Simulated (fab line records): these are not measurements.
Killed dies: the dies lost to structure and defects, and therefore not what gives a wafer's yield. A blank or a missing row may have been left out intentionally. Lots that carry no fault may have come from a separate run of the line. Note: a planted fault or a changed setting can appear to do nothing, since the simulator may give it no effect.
fab line records | flow nand_harc | part 2 of 2: steps 23 to 33 of 33
record lots=5 | wafers=15 | last_day=23
route steps=1159 shown P_M2@327 P_BONDPAD@351
lots untouched by any fault: they come from a run of this same line in which no faults occurred
start_h: hours from the record's opening day to when the first of the lot's shown wafers began | wait_h: time in hours since the lot's previous step | " repeats the value in the row above | L1.1+2: several wafers, shown together as one row | - no value present, or no start provided | * or withheld: withheld | < > ~ a bound
route shown NAME@n: names a module that has steps shown in the file, with the first one's number in the route | usual: mean and standard deviation over wafers with no fault | same: alike in all rows | chamber/n: place in a boat | sites: the reading at each site | _std_site: their standard deviation | _edge_site: mean of outer sites minus mean of inner sites | radius_mm: for every site, how far away it sits from the centre of the wafer | mask NAME#n: copy n | behind: the tool/chamber that last shaped the wafer | hold: why the lot was held/for how many hours/how that ended | device: whichever transistor did not switch (one of n, p or np) | end of line: at the end of the route, the tests of the same wafers | where a step has no rows: the recipe by itself | killed: the dies lost at the first sort to structure and to defects; this is not the yield of the wafer | map: per-die view of a wafer (x killed, . not killed, _ where there is no die)
set.NAME: the run value of the setting; set.NAME@STEP: its run value at that earlier step | model.NAME: the simulator's own value behind a step, which no gauge read
lots seen at some steps along the route; tables by step, rows by wafer
services: when a tool's chamber went out of use (start_h, in hours from the record's first day, below 0 if earlier), for how many hours, and the reason
## steps
# step NHARC_P_M2_DEP_33
# recipe target_thk_a=300 | temp_c=370 | target_thk_nm=30 | pressure_torr=3 | flow_sccm=200 | rf_w=450 | material=SiCN
# usual chamber_pressure_Torr=3.001/0.0067 | heater_power_w=517/61
lot.wafer | tool     | chamber | start_h | wait_h | chamber_pressure_Torr | heater_power_w
L077.6    | pecvd-02 | 2       | 140.44  | 0.2    | 3.002                 | 493
L077.4    | "        | 0       | "       | "      | 3.015                 | 522
L077.5    | "        | 1       | "       | "      | 3.008                 | 464
L082.6    | pecvd-03 | 2       | 174.38  | 0.2    | 3.000                 | 564
L082.5    | "        | 0       | "       | "      | 2.998                 | 561
L082.4    | "        | 1       | "       | "      | 2.987                 | 546
L084.1    | pecvd-03 | 1       | 182.63  | 0.1    | 2.998                 | 463
L084.4    | "        | 1       | "       | "      | 3.001                 | 456
L084.6    | "        | 0       | "       | "      | 3.010                 | 593
L086.1    | pecvd-02 | 2       | 202.37  | 0.1    | 3.000                 | 502
L086.6    | "        | 0       | "       | "      | 3.001                 | 500
L086.4    | "        | 1       | "       | "      | 3.002                 | 467
L090.1    | pecvd-04 | 0       | 226.64  | 0.1    | 2.993                 | 559
L090.2    | "        | 1       | "       | "      | 3.009                 | 619
L090.6    | "        | 0       | "       | "      | 2.993                 | 550
# step NHARC_P_BONDPAD_DEP_00
# recipe target_thk_a=2500 | temp_c=370 | target_thk_nm=250 | pressure_torr=3 | flow_sccm=200 | rf_w=450 | material=SiCN
# usual chamber_pressure_Torr=3.001/0.006 | heater_power_w=544/65
lot.wafer | tool     | chamber | start_h | wait_h | chamber_pressure_Torr | heater_power_w
L077.4    | pecvd-03 | 1       | 140.83  | -      | 2.998                 | 528
L077.5    | "        | 2       | "       | "      | 3.002                 | 613
L077.6    | "        | 0       | "       | "      | 2.996                 | 551
L082.5    | pecvd-02 | 0       | 174.83  | -      | 2.993                 | 504
L082.6    | "        | 1       | "       | "      | 3.003                 | 465
L082.4    | "        | 2       | "       | "      | 3.003                 | 485
L084.1    | pecvd-04 | 2       | 183.18  | 0.5    | 2.995                 | 532
L084.4    | "        | 2       | "       | "      | 2.995                 | 550
L084.6    | "        | 1       | "       | "      | 3.005                 | 590
L086.1    | pecvd-03 | 0       | 202.88  | -      | 2.992                 | 554
L086.6    | "        | 1       | "       | "      | 3.001                 | 524
L086.4    | "        | 0       | "       | "      | 2.997                 | 549
L090.2    | pecvd-04 | 1       | -       | -      | 2.986                 | 673
L090.1    | "        | 2       | "       | "      | 3.007                 | 534
L090.6    | "        | 0       | "       | "      | 3.011                 | 531
# step NHARC_P_BONDPAD_CMP_32
# recipe target_thk_nm=200 | material=SiCN
# usual motor_current_A=12.0/0.83 | slurry_filter_dp_kPa=13.49/0.15
lot.wafer | tool   | chamber | start_h | wait_h | motor_current_A | slurry_filter_dp_kPa
L077.4    | cmp-01 | 2       | 141.13  | -      | 12.8            | 13.50
L077.6    | "      | 1       | "       | "      | 11.6            | 13.54
L077.5    | "      | 2       | "       | "      | 12.7            | 13.51
L082.4    | cmp-04 | 2       | 175.10  | -      | 10.9            | 13.67
L082.6    | "      | 2       | "       | "      | 11.0            | 13.35
L082.5    | "      | 3       | "       | "      | 11.7            | 13.61
L084.1    | cmp-04 | 2       | 183.59  | -      | 10.4            | 13.57
L084.4    | "      | 1       | "       | "      | 13.1            | 13.23
L084.6    | "      | 3       | "       | "      | 11.7            | 13.11
L086.4    | cmp-03 | 0       | 203.25  | -      | 10.7            | 13.39
L086.1    | "      | 1       | "       | "      | 12.5            | 13.77
L086.6    | "      | 2       | "       | "      | 12.6            | 13.39
L090.1    | cmp-01 | 0       | 227.47  | -      | 12.7            | 13.67
L090.2    | "      | 1       | "       | "      | 12.0            | 13.29
L090.6    | "      | 3       | "       | "      | 11.4            | 13.78
# step NHARC_P_BONDPAD_THK_MEAS_33
# recipe thk_meas_gauge=ellipsometry
# usual thk_nm=199.8/1.5
lot.wafer | tool          | chamber | start_h | wait_h | thk_nm
L077.4    | film_metro-02 | -       | 141.35  | 0.2    | 201.6
L077.5    | "             | -       | "       | "      | 200.6
L077.6    | "             | -       | "       | "      | 202.3
L082.4    | film_metro-01 | -       | 175.35  | 0.2    | 197.8
L082.5    | "             | -       | "       | "      | 197.7
L082.6    | "             | -       | "       | "      | 201.6
L084.1    | film_metro-01 | -       | 183.84  | 0.2    | 199.9
L084.4    | "             | -       | "       | "      | 199.5
L084.6    | "             | -       | "       | "      | 198.5
L086.1    | film_metro-02 | -       | 203.45  | 0.2    | 201.6
L086.4    | "             | -       | "       | "      | 200.8
L086.6    | "             | -       | "       | "      | 202.4
L090.1    | film_metro-01 | -       | 227.69  | 0.2    | 198.6
L090.2    | "             | -       | "       | "      | 202.3
L090.6    | "             | -       | "       | "      | 201.1
# step NHARC_P_BONDPAD_SRD_34
lot.wafer  | tool         | chamber | start_h | wait_h
L077.6+5+4 | wet_bench-08 | 1,3,4   | 141.40  | 0.0
L082.4+5+6 | wet_bench-08 | 7,1,2   | 175.39  | 0.0
L084.1+4+6 | wet_bench-08 | 0,2,3   | 183.88  | 0.0
L086.6+1+4 | wet_bench-08 | 3,5,6   | 203.49  | 0.0
L090.1+6+2 | wet_bench-10 | 1,2,4   | 227.74  | 0.0
# step NHARC_P_BONDPAD_DEHYDRATE_01
# recipe temp_c=150 | time_s=120
# usual exhaust_pa=45.1/0.87 | heater_power_total_W=182.5/1.3
lot.wafer | tool           | chamber | start_h | wait_h | exhaust_pa | heater_power_total_W
L077.4    | litho_track-03 | 0       | 141.48  | 0.1    | 44.1       | 183.4
L077.5    | "              | 0       | "       | "      | 44.6       | 180.9
L077.6    | "              | 0       | "       | "      | 44.5       | 182.4
L082.4    | litho_track-03 | 0       | 175.47  | 0.1    | 43.7       | 184.5
L082.5    | "              | 0       | "       | "      | 45.7       | 181.7
L082.6    | "              | 0       | "       | "      | 45.4       | 184.1
L084.1    | litho_track-02 | 0       | 183.96  | 0.1    | 45.2       | 184.6
L084.4    | "              | 0       | "       | "      | 44.3       | 181.3
L084.6    | "              | 0       | "       | "      | 45.2       | 183.1
L086.1    | litho_track-03 | 0       | 203.58  | 0.1    | 45.2       | 180.8
L086.4    | "              | 0       | "       | "      | 44.6       | 184.6
L086.6    | "              | 0       | "       | "      | 44.8       | 182.4
L090.1    | litho_track-03 | 0       | 227.82  | 0.1    | 46.1       | 180.5
L090.2    | "              | 0       | "       | "      | 44.6       | 181.5
L090.6    | "              | 0       | "       | "      | 46.5       | 184.8
# step NHARC_P_BONDPAD_HMDS_02
# recipe time_s=30
# usual exhaust_pa=45.0/0.86
lot.wafer | tool           | chamber | start_h | wait_h | exhaust_pa
L077.4    | litho_track-03 | 0       | -       | -      | 44.5
L077.5    | "              | 0       | "       | "      | 45.2
L077.6    | "              | 0       | "       | "      | 45.3
L082.4    | litho_track-03 | 0       | -       | -      | 45.5
L082.5    | "              | 0       | "       | "      | 46.0
L082.6    | "              | 0       | "       | "      | 45.0
L084.1    | litho_track-02 | 0       | -       | -      | 43.9
L084.4    | "              | 0       | "       | "      | 46.6
L084.6    | "              | 0       | "       | "      | 45.4
L086.1    | litho_track-03 | 0       | -       | -      | 45.4
L086.4    | "              | 0       | "       | "      | 46.1
L086.6    | "              | 0       | "       | "      | 45.5
L090.1    | litho_track-03 | 0       | -       | -      | 46.6
L090.2    | "              | 0       | "       | "      | 44.6
L090.6    | "              | 0       | "       | "      | 45.2
# step NHARC_P_BONDPAD_COAT_36
# recipe temp_c=200 | time_s=65
# usual exhaust_pa=44.7/0.86 | heater_power_total_W=386.1/1.4
lot.wafer | tool           | chamber | start_h | wait_h | exhaust_pa | heater_power_total_W
L077.4    | litho_track-03 | 0       | -       | -      | 45.4       | 388.1
L077.5    | "              | 0       | "       | "      | 46.1       | 384.6
L077.6    | "              | 0       | "       | "      | 44.9       | 384.7
L082.4    | litho_track-03 | 0       | -       | -      | 43.8       | 386.4
L082.5    | "              | 0       | "       | "      | 46.0       | 387.9
L082.6    | "              | 0       | "       | "      | 45.4       | 384.4
L084.1    | litho_track-02 | 0       | -       | -      | 45.4       | 384.8
L084.4    | "              | 0       | "       | "      | 45.0       | 386.9
L084.6    | "              | 0       | "       | "      | 44.5       | 387.9
L086.1    | litho_track-03 | 0       | -       | -      | 44.5       | 387.3
L086.4    | "              | 0       | "       | "      | 43.9       | 385.7
L086.6    | "              | 0       | "       | "      | 45.6       | 384.7
L090.1    | litho_track-03 | 0       | -       | -      | 43.7       | 385.7
L090.2    | "              | 0       | "       | "      | 44.4       | 384.9
L090.6    | "              | 0       | "       | "      | 44.9       | 384.5
# step NHARC_P_BONDPAD_COAT_03
# recipe spin_rpm=2000 | resist_thk_nm=600
# usual exhaust_pa=45.1/0.86
lot.wafer | tool           | chamber | start_h | wait_h | exhaust_pa
L077.4    | litho_track-03 | 0       | -       | -      | 44.4
L077.5    | "              | 0       | "       | "      | 43.4
L077.6    | "              | 0       | "       | "      | 44.7
L082.4    | litho_track-03 | 0       | -       | -      | 45.1
L082.5    | "              | 0       | "       | "      | 45.0
L082.6    | "              | 0       | "       | "      | 43.7
L084.1    | litho_track-02 | 0       | -       | -      | 46.3
L084.4    | "              | 0       | "       | "      | 45.3
L084.6    | "              | 0       | "       | "      | 44.1
L086.1    | litho_track-03 | 0       | -       | -      | 44.4
L086.4    | "              | 0       | "       | "      | 44.0
L086.6    | "              | 0       | "       | "      | 44.5
L090.1    | litho_track-03 | 0       | -       | -      | 45.2
L090.2    | "              | 0       | "       | "      | 45.0
L090.6    | "              | 0       | "       | "      | 45.8
# step NHARC_P_BONDPAD_SOFTBAKE_04
# recipe temp_c=125 | time_s=70
# usual exhaust_pa=44.8/0.79 | heater_power_total_W=200.9/1.3
lot.wafer | tool           | chamber | start_h | wait_h | exhaust_pa | heater_power_total_W
L077.4    | litho_track-03 | 0       | -       | -      | 45.0       | 199.4
L077.5    | "              | 0       | "       | "      | 43.5       | 201.0
L077.6    | "              | 0       | "       | "      | 45.6       | 199.9
L082.4    | litho_track-03 | 0       | -       | -      | 45.1       | 200.2
L082.5    | "              | 0       | "       | "      | 46.3       | 202.0
L082.6    | "              | 0       | "       | "      | 44.9       | 201.5
L084.1    | litho_track-02 | 0       | -       | -      | 44.0       | 202.6
L084.4    | "              | 0       | "       | "      | 44.9       | 202.6
L084.6    | "              | 0       | "       | "      | 45.6       | 202.6
L086.1    | litho_track-03 | 0       | -       | -      | 45.6       | 199.5
L086.4    | "              | 0       | "       | "      | 44.4       | 202.3
L086.6    | "              | 0       | "       | "      | 45.2       | 200.6
L090.1    | litho_track-03 | 0       | -       | -      | 44.0       | 199.4
L090.2    | "              | 0       | "       | "      | 45.0       | 201.3
L090.6    | "              | 0       | "       | "      | 45.5       | 200.3
# step NHARC_P_BONDPAD_EBR_05
# usual exhaust_pa=44.9/0.78
lot.wafer | tool           | chamber | start_h | wait_h | exhaust_pa
L077.4    | litho_track-03 | 0       | -       | -      | 44.6
L077.5    | "              | 0       | "       | "      | 45.0
L077.6    | "              | 0       | "       | "      | 45.7
L082.4    | litho_track-03 | 0       | -       | -      | 45.1
L082.5    | "              | 0       | "       | "      | 44.6
L082.6    | "              | 0       | "       | "      | 43.8
L084.1    | litho_track-02 | 0       | -       | -      | 46.0
L084.4    | "              | 0       | "       | "      | 44.4
L084.6    | "              | 0       | "       | "      | 45.2
L086.1    | litho_track-03 | 0       | -       | -      | 43.4
L086.4    | "              | 0       | "       | "      | 45.1
L086.6    | "              | 0       | "       | "      | 44.2
L090.1    | litho_track-03 | 0       | -       | -      | 44.7
L090.2    | "              | 0       | "       | "      | 45.4
L090.6    | "              | 0       | "       | "      | 45.7
## services
tool           | chamber | start_h | hours | kind
litho_track-06 | -       | 117.00  | 7.0   | pm
cmp-02         | -       | 123.39  | 0.3   | repair
cmp-02         | -       | 128.58  | 4.0   | pm
cmp-04         | -       | 130.01  | 5.3   | repair
cmp-01         | -       | 131.74  | 0.9   | repair
rie_diel-01    | -       | 137.81  | 9.0   | pm
cmp-02         | -       | 139.97  | 0.4   | repair
pecvd-02       | -       | 153.00  | 13.0  | pm
pvd_sputter-01 | -       | 158.00  | 10.0  | pm
cmp-01         | -       | 163.13  | 1.7   | repair
litho_track-02 | -       | 165.00  | 7.0   | pm
pvd_sputter-03 | -       | 167.14  | 8.3   | repair
rie_diel-06    | -       | 178.84  | 0.5   | repair
cmp-01         | -       | 179.50  | 4.0   | pm
ecd_cu-02      | -       | 180.00  | 8.0   | pm
rie_diel-13    | 3       | 189.06  | 16.4  | repair
rie_diel-06    | 0       | 191.14  | 4.7   | repair
pecvd-04       | -       | 195.48  | 13.0  | pm
rie_diel-13    | 0       | 195.92  | 2.4   | repair
rie_diel-01    | 1       | 209.82  | 1.7   | repair
litho_track-03 | -       | 213.00  | 7.0   | pm
pvd_sputter-02 | -       | 214.01  | 10.0  | pm
rie_diel-06    | -       | 216.77  | 1.4   | repair
rie_diel-01    | 1       | 216.98  | 9.4   | repair
